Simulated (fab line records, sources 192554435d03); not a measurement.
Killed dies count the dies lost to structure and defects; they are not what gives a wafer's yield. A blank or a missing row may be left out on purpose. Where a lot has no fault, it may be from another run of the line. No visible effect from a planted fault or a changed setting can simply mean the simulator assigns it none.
Which tool did it? ; flow n5-finfet ; 12 lots, 36 wafers sampled, at 2 steps of a route of 1938

== WHAT EACH GAUGE READ, for each wafer ==
N5_BEOL_M10_THK_MEAS_01.
lot;measured;on;M10_ILD_THK (nm)
L076;day 11 19:52;film-metro-02;263 265 273
L077;day 12 03:26;film-metro-01;263 267 274
L079;day 12 23:56;film-metro-01;267 267 271
L080;day 13 04:49;film-metro-02;267 269 275
L085;day 13 11:47;film-metro-02;266 270 269
L084;day 14 05:55;film-metro-01;266 268 269
L086;day 14 15:46;film-metro-01;266 270 269
L088;day 15 04:56;film-metro-02;269 266 270
L091;day 16 04:13;film-metro-01;264 266 265
L093;day 16 14:31;film-metro-01;265 267 268
L095;day 16 15:00;film-metro-02;269 267 272
L097;day 17 09:49;film-metro-02;268 269 273

== WHICH TOOL RAN EACH LOT (tool, then ch and the chambers of the sampled wafers, then the start) ==
lot;N5_BEOL_M10_CURE_71
L076;uv-cure-03 ch 0, day 11 19:25
L077;uv-cure-02 ch 1, day 12 03:00
L079;uv-cure-02 ch 0, day 12 23:25
L080;uv-cure-02 ch 2, day 13 04:18
L085;uv-cure-03 ch 2, day 13 10:58
L084;uv-cure-02 ch 0, day 14 05:29
L086;uv-cure-02 ch 2, day 14 15:20
L088;uv-cure-02 ch 1, day 15 04:25
L091;uv-cure-03 ch 0, day 16 03:43
L093;uv-cure-01 ch 1, day 16 14:05
L095;uv-cure-01 ch 0, day 16 14:29
L097;uv-cure-01 ch 1, day 17 09:19
- N5_BEOL_M10_CURE_71: cures SiCOH lowk, time 240 s.

== THE ANSWER, worked out from the rows above alone ==
Rule: usual is defined by the lots themselves. The widest of any qualifying gaps counts: lots, ordered by their means at a reading, are off when they make up no more than a third of the lots, leave a main group of 4 or more, and stand apart from it by 3 or more times the standard deviation of that group's means. A main group is skipped when, at the precision printed for the reading in the tables above, its means are all equal. Also off: a lot with no number at a reading for which 4 or more lots have one. The other lots that the step has rows for count as sound.
No lot is off at any reading shown: from this, nothing can be told.

== WHAT THE SIMULATOR HAD PUT IN ==
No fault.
